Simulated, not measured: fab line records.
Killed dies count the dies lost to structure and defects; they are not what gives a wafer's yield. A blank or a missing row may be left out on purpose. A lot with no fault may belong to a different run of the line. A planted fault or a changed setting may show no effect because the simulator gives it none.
Matching of chambers    flow nand-harc    NHARC_A_CONTACT_DEP_24 on pecvd-04 has 3 sister chambers
The step deposits SiO2, target thk 500 nm. 3 wafers are shown with their chamber, then 11 later ones without.

## WAFERS PAIRED WITH THEIR CHAMBERS
wafer   chamber  throttle-valve-pct (%)
L093.2  0        15.6
L093.5  1        15.1
L094.2  2        16.0

## WAFERS WITH NO CHAMBER GIVEN
wafer   throttle-valve-pct (%)
L094.4  15.5
L094.5  15.4
L094.1  15.6
L094.3  15.2
L094.6  16.1
L095.4  16.1
L095.5  15.5
L095.6  15.5
L097.1  16.2
L097.2  15.3
L097.5  15.5

## WHICH CHAMBER EACH ONE RAN IN
wafer    from the rows above       in truth
L094.4   0                         0
L094.5   can't be placed: 0 or 1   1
L094.1   0                         0
L094.3   1                         1
L094.6   2                         2
L095.4   2                         2
L095.5   0                         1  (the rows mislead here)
L095.6   0                         0
L097.1   2                         2
L097.2   can't be placed: 1 or 0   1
L097.5   0                         0
Correct placement for 8 of the 11. Cannot be placed on the basis of these rows: 2; the candidates contain the true chamber in 2. 1 placed wrongly.
How it was worked out, from the rows above alone: a wafer's distance from a chamber is the root of the sum, over the readings, of the square of ((its reading less the chamber's mean) divided by the reading's scatter). The wafer belongs to the nearest chamber; if the next one is less than 2 further off, it can't be placed. Each chamber's mean is taken over the wafers shown for it. The scatter (one wafer shown for each chamber): square how far every hidden wafer sits from the nearest shown wafer, average those squares and take the square root.
